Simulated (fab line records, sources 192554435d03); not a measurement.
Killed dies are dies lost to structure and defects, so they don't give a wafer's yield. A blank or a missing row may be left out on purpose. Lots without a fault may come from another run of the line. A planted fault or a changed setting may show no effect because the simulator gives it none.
Which tool did it? | flow n5_finfet | 9 lots, 27 wafers sampled, at 5 steps of a route of 1938

WHAT THE GAUGES READ, wafer by wafer
N5_DUMMY_GATE_THK_MEAS_05. Usual: thk_nm 71.8 nm, standard deviation 0.98.
lot  | measured    | on            | thk_nm (nm)    | flag
L758 | day 3 17:02 | film_metro-02 | 71.8 72.8 71.3 |
L759 | day 4 00:55 | film_metro-01 | 71.9 71.4 73.3 |
L770 | day 6 21:38 | film_metro-01 | 71.9 70.6 70.7 |
L771 | day 7 01:04 | film_metro-02 | 72.7 72.5 73.9 |
L772 | day 7 10:20 | film_metro-01 | 71.4 70.0 70.8 |
L773 | day 7 14:41 | film_metro-01 | 73.6 71.1 72.5 |
L774 | day 7 19:25 | film_metro-02 | 71.1 72.6 72.7 |
L775 | day 8 01:46 | film_metro-01 | 72.8 70.0 71.6 |
L777 | day 8 12:00 | film_metro-02 | 70.7 72.6 72.6 |

N5_DUMMY_GATE_OVL_MEAS_16. Usual: GATE_OVL 0.1 nm, standard deviation 0.59.
lot  | measured    | on         | GATE_OVL (nm) | flag
L758 | day 3 21:30 | overlay-01 | 0.8 0.1 -0.2  |
L759 | day 4 05:25 | overlay-02 | 0.8 -0.3 -0.1 |
L770 | day 7 03:56 | overlay-01 | 0.6 0.8 0.6   |
L771 | day 7 05:31 | overlay-02 | 0.1 0.9 -0.2  |
L772 | day 7 14:48 | overlay-02 | 1.4 0.4 0.1   |
L773 | day 7 19:10 | overlay-02 | 0.1 -0.4 0.8  |
L774 | day 7 23:52 | overlay-02 | 0.3 -0.3 0.1  |
L775 | day 8 06:14 | overlay-01 | 0.2 0.3 -0.9  |
L777 | day 8 16:21 | overlay-02 | 0.1 0.1 -0.4  |

N5_BEOL_M4_RC_MEAS_101. Usual: DIBL_N 36.0 mV/V, standard deviation 1.7; DIBL_P 35.8 mV/V, standard deviation 2; IOFF_N 0.15 nA/um, standard deviation 0.03; IOFF_P 0.20 nA/um, standard deviation 0.037; ION_N 670 uA/um, standard deviation 12; ION_P 460 uA/um, standard deviation 7.2; SS_N 71.5 mV/dec, standard deviation 0.68; SS_P 73.2 mV/dec, standard deviation 0.65; VT_N 250 mV, standard deviation 3.1; VT_P -251 mV, standard deviation 3.4.
lot  | measured     | on        | DIBL_N (mV/V)  | DIBL_P (mV/V)  | IOFF_N (nA/um) | IOFF_P (nA/um) | ION_N (uA/um) | ION_P (uA/um) | SS_N (mV/dec)  | SS_P (mV/dec)  | VT_N (mV)   | VT_P (mV)      | flag
L758 | day 9 03:26  | prober-01 | 39.2 39.5 34.1 | 38.4 39.1 32.7 | 0.23 0.23 0.13 | 0.32 0.33 0.20 | 669 664 658   | 466 463 465   | 72.4 72.2 70.2 | 75.0 74.9 72.8 | 244 244 250 | -239 -241 -246 |
L759 | day 9 08:49  | prober-02 | 33.3 35.6 34.4 | 33.9 36.6 35.7 | 0.12 0.16 0.14 | 0.15 0.18 0.18 | 663 667 683   | 455 449 469   | 71.2 71.9 71.3 | 73.2 73.3 72.5 | 252 248 251 | -255 -254 -255 |
L770 | day 12 02:13 | prober-01 | 36.8 33.2 35.1 | 35.9 33.4 33.8 | 0.17 0.12 0.14 | 0.19 0.16 0.16 | 682 677 665   | 462 466 451   | 71.5 70.2 71.2 | 73.5 72.4 73.3 | 247 252 254 | -251 -254 -257 |
L771 | day 12 18:06 | prober-02 | 34.7 36.5 36.4 | 33.5 35.0 35.7 | 0.13 0.15 0.15 | 0.19 0.22 0.22 | 671 647 658   | 460 448 456   | 71.4 72.0 71.8 | 72.2 72.6 72.8 | 252 251 251 | -249 -247 -247 |
L772 | day 12 10:33 | prober-01 | 37.5 34.2 33.3 | 38.7 34.3 33.9 | 0.19 0.12 0.11 | 0.21 0.15 0.14 | 678 670 655   | 456 455 443   | 72.3 71.8 71.4 | 73.8 73.0 72.8 | 251 255 255 | -252 -259 -259 |
L773 | day 13 02:10 | prober-01 | 35.0 36.0 36.9 | 35.2 35.9 37.6 | 0.14 0.16 0.17 | 0.21 0.21 0.24 | 677 683 690   | 466 461 470   | 70.9 71.0 71.8 | 73.5 73.1 73.5 | 249 250 250 | -249 -250 -246 |
L774 | day 13 11:05 | prober-02 | 34.7 37.6 34.3 | 33.9 37.7 33.2 | 0.13 0.17 0.12 | 0.18 0.24 0.17 | 664 684 653   | 454 467 452   | 70.7 71.3 70.4 | 73.4 73.3 72.3 | 252 249 250 | -249 -249 -254 |
L775 | day 13 10:17 | prober-01 | 37.4 35.4 34.9 | 37.8 36.2 35.6 | 0.17 0.14 0.13 | 0.21 0.18 0.17 | 682 659 657   | 463 457 461   | 72.0 71.1 71.0 | 74.5 73.8 73.4 | 251 254 253 | -251 -253 -256 |
L777 | day 14 05:07 | prober-02 | 36.1 32.9 36.1 | 37.4 33.9 37.3 | 0.16 0.12 0.16 | 0.21 0.17 0.20 | 685 672 681   | 467 457 460   | 71.8 70.4 71.1 | 73.0 72.3 73.9 | 251 252 249 | -252 -252 -253 |

WHICH TOOL RAN EACH LOT (tool, then ch and the chambers of the sampled wafers, then the start)
lot  | N5_DUMMY_GATE_ETCH_31             | N5_DUMMY_GATE_HM_OPEN_21
L758 | rie_diel-05 ch 0,2,3, day 3 22:05 | rie_diel-05 ch 0,2,3, day 3 22:11
L759 | rie_diel-05 ch 1,2,3, day 4 05:55 | rie_diel-05 ch 1,2,3, day 4 06:01
L770 | rie_diel-05 ch 0,2,3, day 7 04:29 | rie_diel-05 ch 0,2,3, day 7 04:34
L771 | rie_diel-01 ch 1,3, day 7 06:01   | rie_diel-01 ch 1,3, day 7 06:07
L772 | rie_diel-05 ch 0,1,2, day 7 15:19 | rie_diel-05 ch 0,1,2, day 7 15:25
L773 | rie_diel-06 ch 0,3, day 7 19:39   | rie_diel-06 ch 0,3, day 7 19:44
L774 | rie_diel-05 ch 0,2,3, day 8 00:23 | rie_diel-05 ch 0,2,3, day 8 00:28
L775 | rie_diel-05 ch 0,1,3, day 8 06:49 | rie_diel-05 ch 0,1,3, day 8 06:54
L777 | rie_diel-06 ch 0,3, day 8 16:52   | rie_diel-06 ch 0,3, day 8 16:57
- N5_DUMMY_GATE_ETCH_31: etches SiO2 in C4F6/O2, target depth 82.5 nm, time 27.5 s.
- N5_DUMMY_GATE_HM_OPEN_21: chemistry CH3F/O2, target SiNx, target depth 120 nm, time 171.4 s.

WHAT THE TOOLS THEMSELVES READ (means of the sampled wafers that have a number; where no wafer has one, the mark that the record gives instead)
N5_DUMMY_GATE_ETCH_31. Usual: drypump_motor_current_A 5.9 A, standard deviation 0.38; oes_f_703_au 0.75 a.u., standard deviation 0.05; oes_o_777_au 0.75 a.u., standard deviation 0.048; oes_product_au 0.74 a.u., standard deviation 0.046; rf_fwd_power_W 342.0 W, standard deviation 1.7; rf_vpp_V 665 V, standard deviation 10; showerhead_plenum_p_Torr 2.80 Torr, standard deviation 0.095; throttle_valve_pct 21.26 %, standard deviation 0.25.
lot  | tool        | drypump_motor_current_A (A) | oes_f_703_au (a.u.) | oes_o_777_au (a.u.) | oes_product_au (a.u.) | rf_fwd_power_W (W) | rf_vpp_V (V) | showerhead_plenum_p_Torr (Torr) | throttle_valve_pct (%) | flag
L758 | rie_diel-05 | 6.3                         | 0.95                | 0.92                | 0.77                  | 424.4              | 603          | 2.79                            | 21.29                  | OFF
L759 | rie_diel-05 | 6.2                         | 0.97                | 0.94                | 0.78                  | 423.8              | 605          | 2.84                            | 21.08                  | OFF
L770 | rie_diel-05 | 6.3                         | 0.71                | 0.72                | 0.70                  | 341.3              | 672          | 2.78                            | 21.29                  |
L771 | rie_diel-01 | 5.8                         | 0.74                | 0.74                | 0.72                  | 342.5              | 664          | 2.92                            | 21.45                  |
L772 | rie_diel-05 | 6.2                         | 0.73                | 0.73                | 0.71                  | 342.5              | 664          | 2.74                            | 21.19                  |
L773 | rie_diel-06 | 5.8                         | 0.75                | 0.74                | 0.75                  | 342.7              | 657          | 2.85                            | 21.43                  |
L774 | rie_diel-05 | 6.3                         | 0.71                | 0.71                | 0.69                  | 341.8              | 672          | 2.78                            | 21.29                  |
L775 | rie_diel-05 | 6.2                         | 0.73                | 0.73                | 0.71                  | 342.4              | 665          | 2.82                            | 21.35                  |
L777 | rie_diel-06 | 5.8                         | 0.74                | 0.73                | 0.74                  | 341.1              | 659          | 2.85                            | 21.44                  |

N5_DUMMY_GATE_HM_OPEN_21. Usual: drypump_motor_current_A 5.9 A, standard deviation 0.38; oes_product_au 0.74 a.u., standard deviation 0.045; rf_fwd_power_W 393.9 W, standard deviation 1.2; rf_vpp_V 299 V, standard deviation 4.7; showerhead_plenum_p_Torr 1.99 Torr, standard deviation 0.07; throttle_valve_pct 16.59 %, standard deviation 0.23.
lot  | tool        | drypump_motor_current_A (A) | oes_product_au (a.u.) | rf_fwd_power_W (W) | rf_vpp_V (V) | showerhead_plenum_p_Torr (Torr) | throttle_valve_pct (%) | flag
L758 | rie_diel-05 | 6.3                         | 0.72                  | 393.5              | 302          | 1.98                            | 16.62                  |
L759 | rie_diel-05 | 6.2                         | 0.74                  | 393.5              | 304          | 2.02                            | 16.39                  |
L770 | rie_diel-05 | 6.2                         | 0.70                  | 393.1              | 303          | 1.97                            | 16.66                  |
L771 | rie_diel-01 | 5.8                         | 0.72                  | 394.0              | 298          | 2.07                            | 16.73                  |
L772 | rie_diel-05 | 6.2                         | 0.72                  | 394.3              | 298          | 1.95                            | 16.55                  |
L773 | rie_diel-06 | 5.9                         | 0.74                  | 395.7              | 296          | 2.02                            | 16.69                  |
L774 | rie_diel-05 | 6.2                         | 0.70                  | 393.2              | 302          | 1.97                            | 16.67                  |
L775 | rie_diel-05 | 6.2                         | 0.71                  | 393.3              | 300          | 2.00                            | 16.70                  |
L777 | rie_diel-06 | 5.9                         | 0.74                  | 394.1              | 296          | 2.02                            | 16.71                  |

THE ANSWER, worked out from the rows above alone
Rule: a lot is off if the mean of its wafers that have a number lies more than 3 standard deviations from the usual mean. A lot without any number at a reading at which 4 lots or more have one is off too. The other lots that the step has rows for count as sound. The gauges are gone through in route order, then the tools' own readings, and for those a lot's mean is taken as printed above. The first step at which some lot is off is used, and at that step the reading that is off furthest; a lot without a number counts as furthest.
Off: L758, L759, at N5_DUMMY_GATE_ETCH_31 (rf_fwd_power_W).
A tool fits if, at that step or a process step before it, it ran every lot that is off, and no sound lot after the first of them. None of those tried fits.

WHAT THE SIMULATOR HAD PUT IN
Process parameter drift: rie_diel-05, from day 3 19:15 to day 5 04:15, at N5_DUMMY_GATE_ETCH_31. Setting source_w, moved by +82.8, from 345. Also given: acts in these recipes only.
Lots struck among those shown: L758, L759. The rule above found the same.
